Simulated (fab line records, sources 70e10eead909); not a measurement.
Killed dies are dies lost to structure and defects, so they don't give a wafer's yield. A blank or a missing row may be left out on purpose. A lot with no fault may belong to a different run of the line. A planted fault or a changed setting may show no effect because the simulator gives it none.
Which of the tools did it? ; flow nand-harc ; Sampling: 12 lots, 36 wafers, 3 of 1302 route steps

## WHAT EACH GAUGE READ, for each wafer
NHARC_A_CONTACT_CD_MEAS_53.
lot;measured;on;cd-nm (nm)
L074;day 22 03:31;cd-sem-03;290.3 290.2 289.9
L077;day 22 18:31;cd-sem-03;289.6 289.5 290.0
L078;day 23 09:04;cd-sem-02;290.2 290.5 290.7
L082;day 25 16:11;cd-sem-03;288.1 287.9 288.1
L083;day 25 20:57;cd-sem-02;289.9 290.4 289.9
L085;day 26 19:07;cd-sem-03;289.8 289.9 289.8
L088;day 27 16:39;cd-sem-02;289.8 290.1 289.6
L087;day 27 23:35;cd-sem-01;288.7 289.1 289.0
L091;day 29 09:43;cd-sem-01;289.9 289.8 289.9
L093;day 30 20:12;cd-sem-01;289.1 289.3 289.7
L095;day 30 21:51;cd-sem-03;290.1 290.7 290.9
L097;day 31 13:10;cd-sem-02;289.8 289.7 290.0

## WHICH TOOL RAN EACH LOT (tool, then ch and the chambers of the sampled wafers, then the start)
lot;NHARC_A_CONTACT_ETCH_48;NHARC_A_CONTACT_ETCH_120
L074;rie-diel-07 ch 0,1,3, day 21 22:22;har-cap-etch-03 ch 0,1, day 22 01:51
L077;rie-diel-04 ch 0,1,2, day 22 13:30;har-cap-etch-02 ch 1, day 22 16:48
L078;rie-diel-09 ch 0,1,2, day 23 03:56;har-cap-etch-02 ch 0,1, day 23 07:20
L082;rie-diel-09 ch 0,1, day 25 11:11;har-cap-etch-02 ch 0,1, day 25 14:29
L083;rie-diel-09 ch 0,1, day 25 15:56;har-cap-etch-01 ch 0,1, day 25 19:15
L085;rie-diel-09 ch 0,2,3, day 26 14:04;har-cap-etch-02 ch 0,1, day 26 17:25
L088;rie-diel-04 ch 0,2, day 27 11:38;har-cap-etch-01 ch 0,1, day 27 14:58
L087;rie-diel-09 ch 0,2,3, day 27 17:24;har-cap-etch-02 ch 0,1, day 27 21:13
L091;rie-diel-07 ch 0,3, day 29 04:43;har-cap-etch-01 ch 0, day 29 08:01
L093;rie-diel-07 ch 0,1, day 30 14:50;har-cap-etch-02 ch 0,1, day 30 18:32
L095;rie-diel-07 ch 0,1,3, day 30 16:30;har-cap-etch-03 ch 1, day 30 20:09
L097;rie-diel-04 ch 1,3, day 31 07:25;har-cap-etch-01 ch 0,1, day 31 11:29
- NHARC_A_CONTACT_ETCH_48: etches the open film in CF4, target depth 39 nm, time 65 s.
- NHARC_A_CONTACT_ETCH_120: etches the open film in C4F8/O2/Ar, time 190 s, target depth 1850 nm.

## THE ANSWER, worked out from the rows above alone
Rule: what is usual is taken from the lots themselves. Put in order of their means at a reading, lots are off if they are a third of the lots or fewer, leave a main group of 4 or more, and stand apart from it by a gap of 3 or more times the standard deviation of the main group's means; of several such gaps the widest counts. The tables above print the reading to a certain number of digits; a main group whose means all agree to those digits is not used. A lot without any number at a reading at which 4 lots or more have one is off too. Where the step has rows for the other lots, those lots are counted as sound.
No lot is off on any of the readings shown, so nothing can be concluded from this.

## WHAT HAD BEEN PUT IN BY THE SIMULATOR
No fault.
